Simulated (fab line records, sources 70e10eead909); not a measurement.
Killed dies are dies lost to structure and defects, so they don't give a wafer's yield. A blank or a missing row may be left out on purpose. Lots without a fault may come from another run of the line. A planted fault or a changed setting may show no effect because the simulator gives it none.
Which tool did it? | flow nand_harc | 10 lots, 30 wafers sampled, at 9 steps of a route of 1159

WHAT THE GAUGES READ, wafer by wafer
NHARC_A_ONON_D1_THK_MEAS_02: measures by ellipsometry. Usual: thk_nm 1003 nm, standard deviation 8.4.
lot  | measured     | on            | thk_nm (nm)    | flag
L774 | day 7 06:19  | film_metro-01 | 1002 1001 1001 |
L776 | day 8 06:58  | film_metro-02 | 1002 1002 1001 |
L781 | day 9 12:04  | film_metro-02 | 997 997 997    |
L783 | day 9 18:44  | film_metro-02 | 998 998 1001   |
L787 | day 11 01:37 | film_metro-01 | 1008 1007 1007 |
L788 | day 11 11:16 | film_metro-01 | 1001 1003 1002 |
L790 | day 11 18:32 | film_metro-02 | 979 978 980    |
L791 | day 12 03:45 | film_metro-01 | 994 993 993    |
L794 | day 12 16:44 | film_metro-01 | 1013 1013 1013 |
L796 | day 13 06:59 | film_metro-02 | 1008 1007 1007 |

NHARC_A_CHANNEL_HOLE_D1_CD_MEAS_10: target cd 100 nm. Usual: cd_nm 99.8 nm, standard deviation 0.47.
lot  | measured     | on        | cd_nm (nm)        | flag
L774 | day 8 01:25  | cd_sem-01 | 100.3 99.1 99.7   |
L776 | day 8 23:31  | cd_sem-02 | 100.0 99.7 100.2  |
L781 | day 10 05:19 | cd_sem-01 | 100.1 99.5 99.6   |
L783 | day 10 13:00 | cd_sem-03 | 100.6 99.9 100.3  |
L787 | day 11 19:53 | cd_sem-03 | 106.7 100.1 100.0 | OFF
L788 | day 12 02:03 | cd_sem-01 | 100.5 101.0 106.7 | OFF
L790 | day 12 10:26 | cd_sem-03 | 99.4 99.2 99.7    |
L791 | day 12 18:41 | cd_sem-01 | 106.2 100.2 99.9  | OFF
L794 | day 13 08:44 | cd_sem-01 | 99.6 99.8 99.9    |
L796 | day 14 01:09 | cd_sem-01 | 99.2 100.4 100.0  |

NHARC_A_CHANNEL_HOLE_D1_CD_MEAS_30. Usual: cd_nm 89.9 nm, standard deviation 1.3.
lot  | measured     | on        | cd_nm (nm)     | flag
L774 | day 8 08:19  | cd_sem-02 | 90.4 87.6 87.9 |
L776 | day 9 06:25  | cd_sem-02 | 90.5 87.8 90.4 |
L781 | day 10 12:14 | cd_sem-03 | 89.2 92.0 89.0 |
L783 | day 10 19:53 | cd_sem-03 | 91.7 90.3 91.3 |
L787 | day 12 02:50 | cd_sem-03 | 96.7 92.2 90.0 |
L788 | day 12 08:56 | cd_sem-03 | 91.6 91.4 95.0 |
L790 | day 12 17:19 | cd_sem-02 | 86.7 90.0 89.3 |
L791 | day 13 01:35 | cd_sem-03 | 95.4 90.0 87.9 |
L794 | day 13 15:35 | cd_sem-01 | 90.4 91.2 91.3 |
L796 | day 14 11:53 | cd_sem-02 | 90.3 91.8 89.6 |

NHARC_END_WLT_00. Usual: VT_DECK1_BOTTOM 0.869, standard deviation 0.0072; VT_DECK1_BOTTOM_INNER 0.869, standard deviation 0.0072; VT_DECK1_MEDIAN_NEAR_BOTTOM 0.870, standard deviation 0.0071; VT_DECK1_MEDIAN_NEAR_BOTTOM_INNER 0.869, standard deviation 0.007; VT_DECK1_MIDDLE 0.882, standard deviation 0.0064; VT_DECK1_MIDDLE_INNER 0.882, standard deviation 0.0061; VT_DECK1_TOP 0.893, standard deviation 0.007; VT_DECK1_TOP_INNER 0.894, standard deviation 0.0065.
lot  | measured     | on        | VT_DECK1_BOTTOM   | VT_DECK1_BOTTOM_INNER | VT_DECK1_MEDIAN_NEAR_BOTTOM | VT_DECK1_MEDIAN_NEAR_BOTTOM_INNER | VT_DECK1_MIDDLE   | VT_DECK1_MIDDLE_INNER | VT_DECK1_TOP      | VT_DECK1_TOP_INNER | flag
L774 | day 19 12:53 | prober-01 | 0.878 0.865 0.877 | 0.875 0.876 0.864     | 0.882 0.863 0.874           | 0.878 0.866 0.866                 | 0.891 0.881 0.888 | 0.888 0.879 0.886     | 0.894 0.896 0.900 | 0.894 0.900 0.895  |
L776 | day 19 11:53 | prober-02 | 0.867 0.857 0.863 | 0.862 0.858 0.867     | 0.866 0.869 0.868           | 0.868 0.862 0.863                 | 0.877 0.886 0.873 | 0.885 0.883 0.880     | 0.888 0.889 0.882 | 0.892 0.892 0.888  |
L781 | day 21 04:08 | prober-01 | 0.867 0.870 0.875 | 0.870 0.877 0.869     | 0.871 0.873 0.868           | 0.866 0.877 0.859                 | 0.878 0.888 0.883 | 0.878 0.883 0.881     | 0.895 0.892 0.902 | 0.894 0.887 0.899  |
L783 | day 21 23:09 | prober-01 | 0.881 0.868 0.872 | 0.881 0.868 0.871     | 0.880 0.876 0.879           | 0.873 0.873 0.875                 | 0.886 0.887 0.885 | 0.888 0.889 0.887     | 0.905 0.897 0.895 | 0.901 0.898 0.893  |
L787 | day 22 22:44 | prober-01 | 0.888 0.871 0.873 | 0.886 0.884 0.871     | 0.887 0.877 0.878           | 0.881 0.885 0.864                 | 0.899 0.885 0.885 | 0.895 0.888 0.886     | 0.901 0.896 0.895 | 0.900 0.902 0.892  |
L788 | day 22 23:15 | prober-02 | 0.879 0.881 0.889 | 0.889 0.878 0.886     | 0.874 0.876 0.888           | 0.879 0.883 0.884                 | 0.895 0.893 0.904 | 0.889 0.892 0.900     | 0.898 0.901 0.908 | 0.904 0.894 0.914  |
L790 | day 23 14:10 | prober-02 | 0.860 0.866 0.867 | 0.864 0.868 0.865     | 0.856 0.870 0.870           | 0.856 0.863 0.865                 | 0.877 0.885 0.876 | 0.870 0.879 0.879     | 0.896 0.890 0.900 | 0.888 0.891 0.882  |
L791 | day 23 23:34 | prober-02 | 0.882 0.873 0.871 | 0.891 0.871 0.873     | 0.887 0.875 0.870           | 0.885 0.875 0.871                 | 0.901 0.886 0.885 | 0.905 0.890 0.895     | 0.911 0.895 0.895 | 0.907 0.894 0.899  |
L794 | day 24 18:17 | prober-02 | 0.862 0.870 0.872 | 0.860 0.862 0.864     | 0.866 0.873 0.863           | 0.862 0.869 0.864                 | 0.880 0.885 0.884 | 0.875 0.882 0.880     | 0.888 0.887 0.882 | 0.887 0.889 0.888  |
L796 | day 25 02:20 | prober-01 | 0.873 0.871 0.871 | 0.871 0.868 0.859     | 0.867 0.869 0.861           | 0.861 0.872 0.859                 | 0.879 0.882 0.874 | 0.879 0.879 0.879     | 0.891 0.881 0.883 | 0.892 0.880 0.895  |

NHARC_END_SORT_01. Usual: killed_at_array 29, standard deviation 13; killed_at_other 0.7, standard deviation 1; killed_at_periphery 3.2, standard deviation 2.3; killed_dies 33, standard deviation 13; killed_open 3.3, standard deviation 1.7; killed_short 2.0, standard deviation 1.5.
lot  | measured     | on        | killed_at_array | killed_at_other | killed_at_periphery | killed_dies | killed_open | killed_short | flag
L788 | day 23 04:55 | prober-02 | 47              | 0               | 2                   | 49          | 3           | 1            |

WHICH TOOL RAN EACH LOT (tool, then ch and the chambers of the sampled wafers, then the start)
lot  | NHARC_P_BONDPAD_DEGAS_25     | NHARC_A_CHANNEL_HOLE_D1_PEB_08    | NHARC_A_CHANNEL_HOLE_D1_ETCH_24  | NHARC_A_CHANNEL_HOLE_D1_XSEM_31
L774 | pvd_sputter-01, day 6 06:07  | litho_track-04 ch 0, day 8 01:20  | har_etch-01 ch 0,1, day 8 05:11  | xsem-01 ch 0, day 8 08:25
L776 | pvd_sputter-02, day 7 04:23  | litho_track-04 ch 0, day 8 23:26  | har_etch-01 ch 0,1, day 9 03:08  | xsem-01 ch 0, day 9 06:30
L781 | pvd_sputter-03, day 8 10:28  | litho_track-01 ch 0, day 10 05:15 | har_etch-01 ch 0,1, day 10 08:57 | xsem-01 ch 0, day 10 12:19
L783 | pvd_sputter-02, day 8 17:25  | litho_track-01 ch 0, day 10 12:55 | har_etch-02 ch 0,1, day 10 16:37 | xsem-02 ch 0, day 10 19:59
L787 | pvd_sputter-03, day 9 23:56  | litho_track-01 ch 0, day 11 19:49 | har_etch-02 ch 0,1, day 11 23:25 | xsem-02 ch 0, day 12 02:56
L788 | pvd_sputter-01, day 10 06:41 | litho_track-01 ch 0, day 12 01:58 | har_etch-01 ch 0,1, day 12 05:32 | xsem-01 ch 0, day 12 09:01
L790 | pvd_sputter-02, day 10 15:19 | litho_track-06 ch 0, day 12 10:22 | har_etch-02 ch 0,1, day 12 14:19 | xsem-02 ch 0, day 12 17:25
L791 | pvd_sputter-03, day 10 20:14 | litho_track-01 ch 0, day 12 18:37 | har_etch-02 ch 0,1, day 12 22:11 | xsem-02 ch 0, day 13 01:40
L794 | pvd_sputter-01, day 11 15:29 | litho_track-04 ch 0, day 13 08:39 | har_etch-02 ch 0,1, day 13 12:35 | xsem-01 ch 0, day 13 15:40
L796 | pvd_sputter-01, day 12 02:16 | litho_track-04 ch 0, day 14 01:04 | har_etch-02 ch 0,1, day 14 08:45 | xsem-01 ch 0, day 14 11:59
- NHARC_P_BONDPAD_DEGAS_25: time 60 s.
- NHARC_A_CHANNEL_HOLE_D1_PEB_08: peb time 65 s.
- NHARC_A_CHANNEL_HOLE_D1_ETCH_24: etches the open film in C4F8/O2/Ar, time 906.2 s, target depth 1500 nm.
- NHARC_A_CHANNEL_HOLE_D1_XSEM_31

WHAT THE TOOLS THEMSELVES READ (means of the sampled wafers that have a number; where no wafer has one, the mark that the record gives instead)
NHARC_P_BONDPAD_DEGAS_25. Usual: heater_power_w 461 W, standard deviation 40.
lot  | tool           | heater_power_w (W) | flag
L774 | pvd_sputter-01 | 422                |
L776 | pvd_sputter-02 | 446                |
L781 | pvd_sputter-03 | 453                |
L783 | pvd_sputter-02 | 459                |
L787 | pvd_sputter-03 | 441                |
L788 | pvd_sputter-01 | 498                |
L790 | pvd_sputter-02 | 442                |
L791 | pvd_sputter-03 | 448                |
L794 | pvd_sputter-01 | 475                |
L796 | pvd_sputter-01 | 467                |

NHARC_A_CHANNEL_HOLE_D1_PEB_08. Usual: plate_temp_C 100.00 C, standard deviation 0.12.
lot  | tool           | plate_temp_C (C) | flag
L774 | litho_track-04 | 99.99            |
L776 | litho_track-04 | 99.98            |
L781 | litho_track-01 | 100.12           |
L783 | litho_track-01 | 100.04           |
L787 | litho_track-01 | 100.05           |
L788 | litho_track-01 | 99.99            |
L790 | litho_track-06 | 100.03           |
L791 | litho_track-01 | 100.08           |
L794 | litho_track-04 | 100.20           |
L796 | litho_track-04 | 100.05           |

NHARC_A_CHANNEL_HOLE_D1_ETCH_24. Usual: drypump_motor_current_A 5.3 A, standard deviation 0.32; esc_clamp_current_uA 0.02092, standard deviation 0.00018; showerhead_plenum_p_Torr 3.72 Torr, standard deviation 0.092; throttle_valve_pct 32.235 %, standard deviation 0.0086.
lot  | tool        | drypump_motor_current_A (A) | esc_clamp_current_uA | showerhead_plenum_p_Torr (Torr) | throttle_valve_pct (%) | flag
L774 | har_etch-01 | 5.2                         | 0.02110              | 3.78                            | 32.236                 |
L776 | har_etch-01 | 5.0                         | 0.02094              | 3.74                            | 32.238                 |
L781 | har_etch-01 | 5.0                         | 0.02096              | 3.73                            | 32.236                 |
L783 | har_etch-02 | 5.6                         | 0.02084              | 3.66                            | 32.239                 |
L787 | har_etch-02 | 5.5                         | 0.02079              | 3.73                            | 32.243                 |
L788 | har_etch-01 | 5.0                         | 0.02099              | 3.72                            | 32.240                 |
L790 | har_etch-02 | 5.6                         | 0.02081              | 3.65                            | 32.239                 |
L791 | har_etch-02 | 5.5                         | 0.02082              | 3.72                            | 32.236                 |
L794 | har_etch-02 | 5.5                         | 0.02085              | 3.72                            | 32.230                 |
L796 | har_etch-02 | 5.5                         | 0.02082              | 3.71                            | 32.226                 |

NHARC_A_CHANNEL_HOLE_D1_XSEM_31. Usual: bot_cd_nm 74.3 nm, standard deviation 1.4; bow_nm 8.65 nm, standard deviation 0.23; tilt_deg 0.09 degrees, standard deviation 0.037.
lot  | tool    | bot_cd_nm (nm) | bow_nm (nm) | tilt_deg (degrees) | flag
L774 | xsem-01 | 74.1           | 8.55        | 0.02               |
L776 | xsem-01 | 74.1           | 8.96        | 0.05               |
L781 | xsem-01 | 73.9           | 8.68        | 0.09               |
L783 | xsem-02 | 75.3           | 8.10        | 0.09               |
L787 | xsem-02 | 77.4           | 8.80        | 0.10               |
L788 | xsem-01 | 77.0           | 8.55        | 0.09               |
L790 | xsem-02 | 72.4           | 8.89        | 0.10               |
L791 | xsem-02 | 75.2           | 8.73        | 0.14               |
L794 | xsem-01 | 75.9           | 8.87        | 0.07               |
L796 | xsem-01 | 75.5           | 8.82        | 0.10               |

THE ANSWER, worked out from the rows above alone
Rule: a lot is off if the mean of its wafers that have a number lies more than 3 standard deviations from the usual mean. A lot without any number at a reading at which 4 lots or more have one is off too. The other lots that the step has rows for count as sound. The gauges are gone through in route order, then the tools' own readings, and for those a lot's mean is taken as printed above. The first step at which some lot is off is used, and at that step the reading that is off furthest; a lot without a number counts as furthest.
Off: L787, L788, L791, at NHARC_A_CHANNEL_HOLE_D1_CD_MEAS_10 (cd_nm).
A tool fits if, at a process step before that reading, it ran every lot that is off, and no sound lot after the first of them. The gauges at NHARC_A_CHANNEL_HOLE_D1_CD_MEAS_10 are tried like those tools. One fits: litho_track-01 at NHARC_A_CHANNEL_HOLE_D1_PEB_08. Its last sound lot is L783 (day 10 12:55), its first lot that is off L787 (day 11 19:49): a fault that began between those two fits.

WHAT THE SIMULATOR HAD PUT IN
Process parameter drift: litho_track-01, from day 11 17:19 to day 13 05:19, at NHARC_A_CHANNEL_HOLE_D1_PEB_08. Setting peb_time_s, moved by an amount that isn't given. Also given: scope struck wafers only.
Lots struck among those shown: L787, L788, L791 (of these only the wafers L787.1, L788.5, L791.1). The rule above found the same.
